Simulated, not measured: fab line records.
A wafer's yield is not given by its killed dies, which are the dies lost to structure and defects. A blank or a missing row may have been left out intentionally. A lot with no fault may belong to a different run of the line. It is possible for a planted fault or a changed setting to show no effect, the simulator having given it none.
8D (eight disciplines) problem report, filled in by code + flow nand_harc + the parts of the form that need people (team, actions taken, sign-off) are left out

1. WHAT WENT WRONG
At NHARC_END_SORT_01, killed_at_other averages 615.0 over 3 wafers from 2 lots, while fault-free wafers read 0.9, standard deviation 1.2. That is +99 or more standard deviations from the usual mean.
Seen first at day 32 03:59 on prober-02, wafer L311.6. At this step, 7 wafers from 3 lots have a number in the record. By rule, "out" or "out of limits" means more than 4 standard deviations away from the usual mean. The rest of the wafers with a number are treated as sound.

2. WHAT THIS IS AND IS NOT
| question                    | is                                                                                                                  | is not                                                            |
|-----------------------------|---------------------------------------------------------------------------------------------------------------------|-------------------------------------------------------------------|
| which readings at this step | killed_at_other, defect_limited_yield, killed_dies, sort_bin_2_pct, sort_n_pass, sort_rim_yield_pct, sort_yield_pct | killed_at_array, killed_at_periphery, killed_open, sort_bin_4_pct |
| which lots                  | L311, L312                                                                                                          | L309                                                              |
| which wafers of those lots  | L311.6, L312.1, L312.4                                                                                              | L311.3, L311.5, L312.5                                            |
| read on which gauges        | prober-01, prober-02                                                                                                | -                                                                 |
| when                        | from day 32 03:59                                                                                                   | up to then (3 sound wafers); but 1 sound wafer of L312 came after |

3. THE SUSPECTS, EACH WITH WHAT RULES IT OUT
Counting: if a tool at a process step up to the reading ran every lot that is out, it stays a suspect. Sound lots after the first of them don't rule it out here, since some wafers of a struck lot are sound.
- the gauge at NHARC_END_SORT_01: ruled out. Those wafers that are out were read across 2 gauges (prober-01, prober-02).
- rie_diel-06 at NHARC_A_BONDPAD_ETCH_24 (etches the open film in CF4/N2, target depth 30 nm, time 72.99 s): kept. It ran every lot that is out, first L311 (day 30 20:55). NHARC_A_BONDPAD_ETCH_24: start missing for some lots; hours and lot order therefore follow NHARC_HYBRID_BOND_ACTIVATE_00.
- rie_diel-03 at NHARC_HYBRID_BOND_ACTIVATE_00 (chemistry N2, time 60 s): kept. It ran every lot that is out, first L311 (day 30 20:55); its last sound lot up to then is L309 (day 30 03:12).
- ecd_cu-01 at NHARC_THIN_TSV_ECD_20 (material Cu, target thk 2000 nm): kept. It ran every lot that is out, first L311 (day 31 12:34); its last sound lot up to then is L309 (day 31 00:54).
After the count, these remain: rie_diel-06 at NHARC_A_BONDPAD_ETCH_24, rie_diel-03 at NHARC_HYBRID_BOND_ACTIVATE_00 and ecd_cu-01 at NHARC_THIN_TSV_ECD_20.

4. THE CAUSE (what the simulator had put in)
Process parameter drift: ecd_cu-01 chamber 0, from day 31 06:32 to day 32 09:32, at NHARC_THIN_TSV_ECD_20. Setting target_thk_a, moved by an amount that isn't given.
Counting left 3 suspects, and this tool is among them.

5. SEQUENCE OF EFFECTS, ordered by route
Rows list readings where the struck wafers' mean (over those with a number) sits beyond 3 standard deviations from the usual. Only readings whose record carries a usual standard deviation are examined. hours: median over the lots of the time between each lot's start at the first step of this table that gives one and its start at this step. sigmas: the change, counted in usual standard deviations.
| hours | step              | reading              | usual  | on struck wafers | change | sigmas      |
|-------|-------------------|----------------------|--------|------------------|--------|-------------|
| 0     | NHARC_END_SORT_01 | defect_limited_yield | 91.2 % | 0.0              | -91.2  | -35         |
| 0     | NHARC_END_SORT_01 | killed_at_other      | 0.9    | 615.0            | +614.1 | +99 or more |
| 0     | NHARC_END_SORT_01 | killed_dies          | 59     | 677              | +618   | +34         |
| 0     | NHARC_END_SORT_01 | sort_bin_2_pct       | 3.1 %  | 94.0             | +90.9  | +76         |
| 0     | NHARC_END_SORT_01 | sort_n_pass          | 618    | 0                | -618   | -34         |
| 0     | NHARC_END_SORT_01 | sort_rim_yield_pct   | 93 %   | 0                | -93    | -25         |
| 0     | NHARC_END_SORT_01 | sort_yield_pct       | 91.2 % | 0.0              | -91.2  | -35         |

6. WHAT WOULD HAVE CAUGHT IT SOONER
The first out-of-limits reading at a measuring or inspecting step in this record came at day 32 03:59, 21 hours after the fault's start at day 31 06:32.
By day 32 03:59, every lot that is out (2) had started NHARC_THIN_TSV_ECD_20 on ecd_cu-01. A hold on the tool at that time would have spared none of them.
